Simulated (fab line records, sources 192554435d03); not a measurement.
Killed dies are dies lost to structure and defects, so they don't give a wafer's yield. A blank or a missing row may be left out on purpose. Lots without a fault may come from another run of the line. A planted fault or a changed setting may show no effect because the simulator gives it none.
Chamber matching | flow n5_finfet | N5_HKMG_FIN_HK_ALD_01 on ald_hk-01: 4 sister chambers
The step deposits HfO2, target thk 1.6 nm, pulse time 3 s, purge time 3 s. 14 wafers are shown with their chamber, then 7 later ones without.

WAFERS WITH THEIR CHAMBER
wafer  | chamber | precursor_pulse_height_rel
L075.2 | 0       | 0.982
L075.5 | 2       | 0.992
L075.6 | 3       | 1.021
L078.4 | 0       | 0.998
L078.5 | 0       | 1.022
L078.6 | 1       | 1.014
L086.1 | 2       | 0.958
L086.2 | 0       | 1.018
L086.3 | 1       | 1.059
L090.1 | 3       | 0.980
L090.2 | 1       | 1.011
L090.6 | 1       | 1.002
L091.2 | 2       | 0.971
L091.3 | 3       | 0.987

SIGNATURES (means of the wafers above)
reading                    | chamber 0 | chamber 1 | chamber 2 | chamber 3 | scatter within a chamber
precursor_pulse_height_rel | 1.00500   | 1.02150   | 0.97367   | 0.99600   | 0.0213
Rule: a wafer's distance from a chamber is the root of the sum, over the readings, of the square of ((its reading less the chamber's mean) divided by the reading's scatter). The wafer belongs to the nearest chamber; if the next one is less than 2 further off, it can't be placed. The scatter: the root of (the sum of the squares of (reading less its chamber's mean) over the shown wafers, divided by (wafers less chambers)).

WAFERS WITHOUT THEIR CHAMBER
wafer  | precursor_pulse_height_rel
L091.4 | 1.030
L093.1 | 1.017
L093.5 | 1.014
L093.6 | 1.005
L095.1 | 0.978
L095.2 | 0.990
L095.4 | 1.007

WHICH CHAMBER EACH WENT THROUGH
wafer  | from the rows above               | in truth
L091.4 | can't be placed: 1 or 0 or 3      | 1
L093.1 | can't be placed: 1 or 0 or 3 or 2 | 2
L093.5 | can't be placed: 1 or 0 or 3 or 2 | 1
L093.6 | can't be placed: 0 or 3 or 1 or 2 | 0
L095.1 | can't be placed: 2 or 3 or 0 or 1 | 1
L095.2 | can't be placed: 3 or 0 or 2 or 1 | 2
L095.4 | can't be placed: 0 or 3 or 1 or 2 | 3
Placed correctly: 0 of 7. Can't be placed from these rows: 7 (the true chamber is among the candidates in 7). Placed wrongly: 0.
